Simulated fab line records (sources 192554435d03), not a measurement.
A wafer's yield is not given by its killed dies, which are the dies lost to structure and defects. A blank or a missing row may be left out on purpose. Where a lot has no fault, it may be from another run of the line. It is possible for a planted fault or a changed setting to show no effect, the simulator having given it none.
Chamber matching | flow n5-finfet | ald-metal-03 running N5_HKMG_FIN_ALD_71: 4 sister chambers
The step deposits TiN, target thk 1 nm, pulse time 1 s, purge time 3 s. 4 wafers are shown with their chamber, then 10 later ones without.

== WAFERS WITH THEIR CHAMBER ==
wafer  | chamber | heater-power-w (W)
L086.2 | 0       | 907
L086.4 | 3       | 754
L088.1 | 2       | 830
L088.3 | 1       | 733

== WAFERS MISSING THEIR CHAMBER ==
wafer  | heater-power-w (W)
L088.4 | 888
L090.3 | 760
L090.4 | 761
L090.6 | 750
L094.2 | 814
L094.3 | 752
L094.6 | 811
L095.1 | 734
L095.3 | 892
L095.5 | 768

== THE CHAMBER EACH PASSED THROUGH ==
wafer  | from the rows above     | in truth
L088.4 | 0                       | 0
L090.3 | can't be placed: 3 or 1 | 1
L090.4 | can't be placed: 3 or 1 | 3
L090.6 | can't be placed: 3 or 1 | 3
L094.2 | 2                       | 2
L094.3 | can't be placed: 3 or 1 | 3
L094.6 | 2                       | 2
L095.1 | can't be placed: 1 or 3 | 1
L095.3 | 0                       | 0
L095.5 | can't be placed: 3 or 1 | 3
Placed correctly: 4 of 10. Unplaceable from these rows: 6, with the true chamber sitting among the candidates in 6. Placed wrongly: 0.
How it was worked out, from the rows above alone: a wafer's distance from a chamber is the root of the sum, over the readings, of the square of ((its reading less the chamber's mean) divided by the reading's scatter). The wafer belongs to the nearest chamber; if the next one is less than 2 further off, it can't be placed. Each chamber's mean is taken over the wafers shown for it. The scatter: with one shown wafer a chamber, the root of the mean of the squares of how far each hidden wafer lies from its nearest shown one.
